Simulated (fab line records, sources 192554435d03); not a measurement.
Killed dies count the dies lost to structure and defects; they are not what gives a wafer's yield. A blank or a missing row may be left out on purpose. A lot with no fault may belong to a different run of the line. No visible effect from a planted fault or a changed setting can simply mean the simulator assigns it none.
Chamber matching + flow n5_finfet + N5_BEOL_M4_ETCH_74 on rie_diel-01: 4 sister chambers
The step etches underlayer in N2/H2, target depth 6.5 nm, time 5.2 s. 8 wafers are shown with their chamber, then 8 later ones without.

## WAFERS WITH THEIR CHAMBER
| wafer  | chamber | showerhead_plenum_p_Torr (Torr) | drypump_motor_current_A (A) |
|--------|---------|---------------------------------|-----------------------------|
| L074.6 | 3       | 2.61                            | 6.6                         |
| L076.4 | 1       | 2.38                            | 5.8                         |
| L080.4 | 0       | 2.66                            | 6.4                         |
| L080.5 | 1       | 2.38                            | 5.7                         |
| L082.1 | 3       | 2.61                            | 6.5                         |
| L082.3 | 2       | 2.71                            | 5.2                         |
| L082.5 | 0       | 2.65                            | 6.4                         |
| L083.1 | 2       | 2.71                            | 5.2                         |

## WAFERS MISSING THEIR CHAMBER
| wafer  | showerhead_plenum_p_Torr (Torr) | drypump_motor_current_A (A) |
|--------|---------------------------------|-----------------------------|
| L083.5 | 2.65                            | 6.3                         |
| L083.6 | 2.71                            | 5.2                         |
| L089.1 | 2.65                            | 6.3                         |
| L089.5 | 2.70                            | 5.2                         |
| L089.6 | 2.60                            | 6.6                         |
| L090.1 | 2.60                            | 6.6                         |
| L090.3 | 2.70                            | 5.2                         |
| L090.5 | 2.70                            | 5.3                         |

## CHAMBER TAKEN BY EACH
| wafer  | from the rows above | in truth |
|--------|---------------------|----------|
| L083.5 | 0                   | 0        |
| L083.6 | 2                   | 2        |
| L089.1 | 0                   | 0        |
| L089.5 | 2                   | 2        |
| L089.6 | 3                   | 3        |
| L090.1 | 3                   | 3        |
| L090.3 | 2                   | 2        |
| L090.5 | 2                   | 2        |
Correctly placed: 8 of 8. Not placeable from these rows: 0. 0 placed wrongly.
How it was worked out, from the rows above alone: a wafer's distance from a chamber is the root of the sum, over the readings, of the square of ((its reading less the chamber's mean) divided by the reading's scatter). The wafer belongs to the nearest chamber; if the next one is less than 2 further off, it can't be placed. Each chamber's mean is taken over the wafers shown for it. The scatter: take each reading less its chamber's mean, square it, sum over the shown wafers, divide by the number of wafers less the number of chambers, and take the root.
